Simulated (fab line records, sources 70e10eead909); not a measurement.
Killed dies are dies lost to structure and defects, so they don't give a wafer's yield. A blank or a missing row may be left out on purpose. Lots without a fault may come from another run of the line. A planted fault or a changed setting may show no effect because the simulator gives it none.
Chamber matching | flow nand_harc | NHARC_P_ZERO_WELL_ETCH_65 on rie_diel-12: 4 sister chambers
The step etches the open film in N2/H2, target depth 80 nm, overetch 24 nm, time 87.88 s. 4 wafers are shown with their chamber, then 8 later ones without.

WAFERS WITH THEIR CHAMBER
wafer  | chamber | showerhead_plenum_p_Torr (Torr)
L461.3 | 0       | 1.95
L461.4 | 2       | 2.14
L463.1 | 1       | 1.93
L465.1 | 3       | 2.07

WAFERS WITHOUT THEIR CHAMBER
wafer  | showerhead_plenum_p_Torr (Torr)
L465.4 | 2.13
L465.6 | 2.07
L466.1 | 1.95
L466.2 | 2.07
L466.3 | 2.13
L467.3 | 2.07
L467.5 | 2.13
L467.6 | 1.92

WHICH CHAMBER EACH WENT THROUGH
wafer  | from the rows above | in truth
L465.4 | 2                   | 2
L465.6 | 3                   | 3
L466.1 | 0                   | 0
L466.2 | 3                   | 3
L466.3 | 2                   | 2
L467.3 | 3                   | 3
L467.5 | 2                   | 2
L467.6 | 1                   | 1
Placed correctly: 8 of 8. Can't be placed from these rows: 0. Placed wrongly: 0.
How it was worked out, from the rows above alone: a wafer's distance from a chamber is the root of the sum, over the readings, of the square of ((its reading less the chamber's mean) divided by the reading's scatter). The wafer belongs to the nearest chamber; if the next one is less than 2 further off, it can't be placed. A chamber's mean is the mean of its shown wafers. The scatter: with one shown wafer a chamber, the root of the mean of the squares of how far each hidden wafer lies from its nearest shown one.
